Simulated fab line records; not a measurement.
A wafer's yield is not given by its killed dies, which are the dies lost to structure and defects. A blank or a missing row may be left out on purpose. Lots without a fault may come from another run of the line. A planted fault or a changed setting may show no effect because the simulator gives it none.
Chamber matching || flow nand-harc || NHARC_A_STAIRCASE_DEP_325 on pecvd-04 has 3 sister chambers
The step deposits SiO2, target thk 3800 nm. 16 wafers are shown with their chamber, then 8 later ones without.

## EACH WAFER AND ITS CHAMBER
{"wafer": "L074.1", "chamber": 0, "heater-power-w (W)": 743, "susceptor-temp-C (C)": 400.07}
{"wafer": "L074.3", "chamber": 2, "heater-power-w (W)": 600, "susceptor-temp-C (C)": 400.04}
{"wafer": "L074.5", "chamber": 1, "heater-power-w (W)": 600, "susceptor-temp-C (C)": 399.27}
{"wafer": "L076.2", "chamber": 0, "heater-power-w (W)": 778, "susceptor-temp-C (C)": 400.13}
{"wafer": "L076.3", "chamber": 1, "heater-power-w (W)": 742, "susceptor-temp-C (C)": 399.42}
{"wafer": "L076.6", "chamber": 0, "heater-power-w (W)": 705, "susceptor-temp-C (C)": 399.83}
{"wafer": "L079.3", "chamber": 1, "heater-power-w (W)": 709, "susceptor-temp-C (C)": 399.76}
{"wafer": "L079.4", "chamber": 2, "heater-power-w (W)": 510, "susceptor-temp-C (C)": 399.90}
{"wafer": "L079.6", "chamber": 1, "heater-power-w (W)": 620, "susceptor-temp-C (C)": 399.64}
{"wafer": "L084.3", "chamber": 1, "heater-power-w (W)": 615, "susceptor-temp-C (C)": 400.13}
{"wafer": "L084.4", "chamber": 0, "heater-power-w (W)": 675, "susceptor-temp-C (C)": 399.94}
{"wafer": "L084.5", "chamber": 1, "heater-power-w (W)": 622, "susceptor-temp-C (C)": 400.20}
{"wafer": "L087.1", "chamber": 0, "heater-power-w (W)": 710, "susceptor-temp-C (C)": 400.30}
{"wafer": "L087.5", "chamber": 1, "heater-power-w (W)": 614, "susceptor-temp-C (C)": 400.13}
{"wafer": "L087.6", "chamber": 2, "heater-power-w (W)": 505, "susceptor-temp-C (C)": 400.47}
{"wafer": "L088.1", "chamber": 0, "heater-power-w (W)": 788, "susceptor-temp-C (C)": 400.09}

SIGNATURES (averages over the wafers above)
{"reading": "heater-power-w", "chamber 0": 733.17, "chamber 1": 646.00, "chamber 2": 538.33, "scatter within a chamber": 51.2}
{"reading": "susceptor-temp-C", "chamber 0": 400.0600, "chamber 1": 399.7929, "chamber 2": 400.1367, "scatter within a chamber": 0.296}
Rule: a wafer's distance from a chamber is the root of the sum, over the readings, of the square of ((its reading less the chamber's mean) divided by the reading's scatter). If the next closest chamber is less than 2 further off than the closest, the wafer can't be placed; otherwise it belongs to the closest. How the scatter is found: for the shown wafers, subtract from each reading the mean of its chamber, square and add these, divide the total by (wafers less chambers), then take the root.

## WAFERS MISSING THEIR CHAMBER
{"wafer": "L088.2", "heater-power-w (W)": 634, "susceptor-temp-C (C)": 399.99}
{"wafer": "L088.4", "heater-power-w (W)": 503, "susceptor-temp-C (C)": 400.24}
{"wafer": "L090.4", "heater-power-w (W)": 518, "susceptor-temp-C (C)": 399.77}
{"wafer": "L090.5", "heater-power-w (W)": 629, "susceptor-temp-C (C)": 399.68}
{"wafer": "L090.6", "heater-power-w (W)": 719, "susceptor-temp-C (C)": 400.19}
{"wafer": "L096.1", "heater-power-w (W)": 573, "susceptor-temp-C (C)": 400.04}
{"wafer": "L096.4", "heater-power-w (W)": 515, "susceptor-temp-C (C)": 399.62}
{"wafer": "L096.6", "heater-power-w (W)": 701, "susceptor-temp-C (C)": 399.64}

## CHAMBER TAKEN BY EACH
{"wafer": "L088.2", "from the rows above": "can't be placed: 1 or 2 or 0", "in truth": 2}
{"wafer": "L088.4", "from the rows above": 2, "in truth": 2}
{"wafer": "L090.4", "from the rows above": "can't be placed: 2 or 1", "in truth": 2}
{"wafer": "L090.5", "from the rows above": "can't be placed: 1 or 2 or 0", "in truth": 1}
{"wafer": "L090.6", "from the rows above": "can't be placed: 0 or 1", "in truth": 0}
{"wafer": "L096.1", "from the rows above": "can't be placed: 2 or 1", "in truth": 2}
{"wafer": "L096.4", "from the rows above": "can't be placed: 2 or 1", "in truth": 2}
{"wafer": "L096.6", "from the rows above": "can't be placed: 1 or 0", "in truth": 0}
Placed correctly: 1 of 8. Unplaceable from these rows: 7, with the true chamber sitting among the candidates in 7. Placed wrongly: 0.
